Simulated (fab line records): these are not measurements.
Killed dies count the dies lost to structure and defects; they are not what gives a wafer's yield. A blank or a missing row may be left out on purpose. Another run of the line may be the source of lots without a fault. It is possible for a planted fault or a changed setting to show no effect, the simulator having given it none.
Split-lot experiment ; flow n5Finfet ; 21 wafers read across 7 lots, on a route 1938 steps long

THE SPLIT ITSELF
At N5_BEOL_M2_DESCUM_16 (chemistry O2, time 7 s), the setting timeS was moved away from the recipe's 7 s on 6 of the 21 wafers read, by -21.6% to +16.5%. This setting was run at the recipe's value on the other wafers.

The reading comes from the split's own step.

THE READING
CAR-EUV_of_BEOL_M2_COAT_05.thkNm (the simulator's own value, which no gauge read), in nm, at N5_BEOL_M2_DESCUM_16 (chemistry O2, time 7 s). The file gives no usual value for it. Average 26.1 nm, standard deviation 0.1 nm, over the 15 wafers here run with the recipe.

wafer;tool, chamber at the split;timeS as run, s;against the recipe;CAR-EUV_of_BEOL_M2_COAT_05.thkNm, nm;against lot-mates on the recipe
L074.1;rieDiel-03, 2;8.158;+16.5%;25.6;-0.6
L074.2;rieDiel-03, 0,3;7;recipe;26.2;-
L074.3;rieDiel-03, 0,3;7;recipe;26.2;-
L083.2;rieDiel-04, 2,0,1;7;recipe;26;-
L083.3;rieDiel-04, 2,0,1;7;recipe;26;-
L083.6;rieDiel-04, 2,0,1;7;recipe;26;-
L090.3;rieDiel-02, 0,3;5.917;-15.5%;26.8;no lot-mate on the recipe
L090.5;rieDiel-02, 0,3;5.917;-15.5%;26.8;no lot-mate on the recipe
L090.4;rieDiel-02, 2;5.917;-15.5%;26.6;no lot-mate on the recipe
L089.1;rieDiel-02, 0,2;7;recipe;26.2;-
L089.3;rieDiel-02, 0,2;7;recipe;26.2;-
L089.2;rieDiel-02, 3;7.795;+11.4%;25.8;-0.4
L092.1;rieDiel-04, 1,0,2;7;recipe;26;-
L092.2;rieDiel-04, 1,0,2;7;recipe;26;-
L092.3;rieDiel-04, 1,0,2;7;recipe;26;-
L093.3;rieDiel-03, 3,1;7;recipe;26.2;-
L093.4;rieDiel-03, 3,1;7;recipe;26.2;-
L093.5;rieDiel-03, 3;5.485;-21.6%;27;+0.8
L095.4;rieDiel-03, 0,2;7;recipe;26;-
L095.6;rieDiel-03, 0,2;7;recipe;26;-
L095.5;rieDiel-03, 3;7;recipe;26.2;-
If several chambers appear in one row, that row covers several wafers at once and the file leaves open which wafer was in which chamber.

THE FIT
A straight line over all 21 wafers: CAR-EUV_of_BEOL_M2_COAT_05.thkNm changes by -0.0376 nm for each +1% of timeS; r = -0.95; the points scatter about the line by 0.11 nm.
The same after taking each lot's own level away (the mean of its wafers on the recipe; 18 wafers): -0.0365 nm for each +1%; r = -0.99; scatter 0.041 nm.
Per that fit: largest timeS move, reading shift of 0.79 nm.
Measured against the standard deviation above, the lots' own levels, which go from 26.00 to 26.20 nm, span 2.0 times it.
So the lot-to-lot level changes the slope little: the two slopes agree.
Check: for one of the wafers moved furthest among these (-21.6%), held out of the fit, the line's prediction against its lot-mates is +0.778 nm. It came out at +0.8 nm against them.

ADDITIONAL SPLITS CARRIED BY THESE WAFERS
Note: prior to the reading, these wafers also went through further splits. Each is held against what the fit with the lots' levels taken away leaves over:
other split on the same wafers;wafers away from the commonest value;r with CAR-EUV_of_BEOL_M2_COAT_05.thkNm (lot level and that fit taken away)
N5_GATE_CUT_COAT_27 spinRpm;3;+0.83
N5_MOL_CONTACT_COAG_ETCH_105 biasW;7;-0.07
N5_MOL_CONTACT_COAG_COAT_62 spinRpm;8;+0.52
N5_BEOL_M0_TRENCH_ETCH_107 targetDepthA;7;-0.30
N5_BEOL_M1_ETCH_64 timeS;7;-0.01

FILE'S OWN FIT
CAR-EUV_of_BEOL_M2_COAT_05.thkNm changes by -0.0365 nm for each +1% of timeS, r = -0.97.
